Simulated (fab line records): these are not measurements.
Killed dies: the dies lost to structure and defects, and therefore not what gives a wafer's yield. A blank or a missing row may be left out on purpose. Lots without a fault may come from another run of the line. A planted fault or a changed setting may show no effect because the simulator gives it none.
Which of the tools did it? | flow nand harc | 6 lots, 18 wafers sampled, at 2 steps of a route of 1302

== WHAT EACH GAUGE READ, for each wafer ==
NHARC_P_M2_THK_MEAS_24: measures by xrf.
lot  | measured     | on            | thk nm (nm)
L974 | day 7 20:21  | film metro-02 | 142.1 140.5 145.2
L976 | day 8 22:33  | film metro-01 | 144.0 141.8 142.2
L982 | day 11 01:41 | film metro-02 | 143.9 141.7 143.9
L988 | day 13 18:48 | film metro-01 | 135.4 144.6 136.0
L992 | day 15 02:32 | film metro-02 | 143.7 145.9 145.4
L994 | day 16 05:52 | film metro-01 | 145.7 145.1 144.9

== EACH LOT AND THE TOOL THAT RAN IT (in order: tool; ch and the chambers of the sampled wafers; start) ==
lot  | NHARC_P_M2_CMP_23
L974 | cmp-01 ch 0,1,2, day 7 20:02
L976 | cmp-01 ch 0,1,3, day 8 22:14
L982 | cmp-03 ch 1,2,3, day 11 01:24
L988 | cmp-03 ch 1,2,3, day 13 18:32
L992 | cmp-02 ch 0,1,3, day 15 02:15
L994 | cmp-01 ch 1,2,3, day 16 05:36
- NHARC_P_M2_CMP_23: polishes, t overpolish 20 s, target thk 144.3 nm.

== THE ANSWER, worked out from the rows above alone ==
Rule: usual is defined by the lots themselves. The widest of any qualifying gaps counts: lots, ordered by their means at a reading, are off when they make up no more than a third of the lots, leave a main group of 4 or more, and stand apart from it by 3 or more times the standard deviation of that group's means. Not used: any main group whose means are identical at the precision the tables above print for the reading. A lot without any number at a reading at which 4 lots or more have one is off too. Where the step has rows for the other lots, those lots are counted as sound.
Off at NHARC_P_M2_THK_MEAS_24 (thk nm): L988. Mean 143.7 nm and standard deviation 1.1 in the main group.
A tool fits if, at a process step before that reading, it ran every lot that is off, and no sound lot after the first of them. Those tools and the gauges at NHARC_P_M2_THK_MEAS_24 are tried in the same way. One fits: NHARC_P_M2_CMP_23 on cmp-03. Its last sound lot is L982 (day 11 01:24), its first lot that is off L988 (day 13 18:32): a fault that began between those two fits.

== WHAT THE SIMULATOR HAD PUT IN ==
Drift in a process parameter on cmp-03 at NHARC_P_M2_CMP_23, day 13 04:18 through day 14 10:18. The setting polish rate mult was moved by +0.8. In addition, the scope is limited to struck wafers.
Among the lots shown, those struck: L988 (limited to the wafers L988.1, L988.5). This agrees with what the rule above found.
